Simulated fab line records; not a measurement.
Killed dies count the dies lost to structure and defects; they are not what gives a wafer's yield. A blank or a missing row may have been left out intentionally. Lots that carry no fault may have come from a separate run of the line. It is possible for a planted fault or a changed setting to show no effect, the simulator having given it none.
Matching of chambers :: flow n5-finfet :: N5_HKMG_FIN_NWFM_ALD_20 on ald-metal-04: 4 sister chambers
The step deposits TiAlC, target thk 2 nm, pulse time 3 s, purge time 2 s. 8 wafers are shown with their chamber, then 8 later ones without.

## WAFERS WITH THEIR CHAMBER
wafer: L083.5
chamber: 2
heater-power-w (W): 492
chamber-pressure-Torr (Torr): 3.011

wafer: L083.6
chamber: 1
heater-power-w (W): 521
chamber-pressure-Torr (Torr): 2.999

wafer: L085.3
chamber: 3
heater-power-w (W): 507
chamber-pressure-Torr (Torr): 3.001

wafer: L085.6
chamber: 3
heater-power-w (W): 508
chamber-pressure-Torr (Torr): 2.997

wafer: L089.1
chamber: 0
heater-power-w (W): 464
chamber-pressure-Torr (Torr): 2.995

wafer: L089.5
chamber: 1
heater-power-w (W): 505
chamber-pressure-Torr (Torr): 3.015

wafer: L089.6
chamber: 0
heater-power-w (W): 471
chamber-pressure-Torr (Torr): 2.985

wafer: L091.3
chamber: 2
heater-power-w (W): 493
chamber-pressure-Torr (Torr): 3.011

## WAFERS WITHOUT THEIR CHAMBER
wafer: L091.4
heater-power-w (W): 521
chamber-pressure-Torr (Torr): 3.000

wafer: L091.6
heater-power-w (W): 507
chamber-pressure-Torr (Torr): 2.996

wafer: L094.1
heater-power-w (W): 501
chamber-pressure-Torr (Torr): 3.010

wafer: L094.5
heater-power-w (W): 508
chamber-pressure-Torr (Torr): 2.993

wafer: L094.6
heater-power-w (W): 465
chamber-pressure-Torr (Torr): 2.995

wafer: L095.2
heater-power-w (W): 469
chamber-pressure-Torr (Torr): 3.000

wafer: L095.4
heater-power-w (W): 487
chamber-pressure-Torr (Torr): 2.992

wafer: L095.6
heater-power-w (W): 503
chamber-pressure-Torr (Torr): 2.991

## THE CHAMBER EACH PASSED THROUGH
wafer: L091.4
from the rows above: can't be placed: 1 or 3
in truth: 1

wafer: L091.6
from the rows above: can't be placed: 3 or 1
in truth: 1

wafer: L094.1
from the rows above: can't be placed: 2 or 3 or 1
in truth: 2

wafer: L094.5
from the rows above: can't be placed: 3 or 1
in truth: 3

wafer: L094.6
from the rows above: 0
in truth: 0

wafer: L095.2
from the rows above: 0
in truth: 0

wafer: L095.4
from the rows above: can't be placed: 2 or 0 or 3 or 1
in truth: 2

wafer: L095.6
from the rows above: can't be placed: 3 or 1
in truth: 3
Correct placement for 2 of the 8. These rows do not allow placing 6 (true chamber among the candidates in 6). Wrongly placed: 0.
How it was worked out, from the rows above alone: a wafer's distance from a chamber is the root of the sum, over the readings, of the square of ((its reading less the chamber's mean) divided by the reading's scatter). The wafer belongs to the nearest chamber; if the next one is less than 2 further off, it can't be placed. The mean given for a chamber averages the wafers shown for that chamber. How the scatter is found: for the shown wafers, subtract from each reading the mean of its chamber, square and add these, divide the total by (wafers less chambers), then take the root.
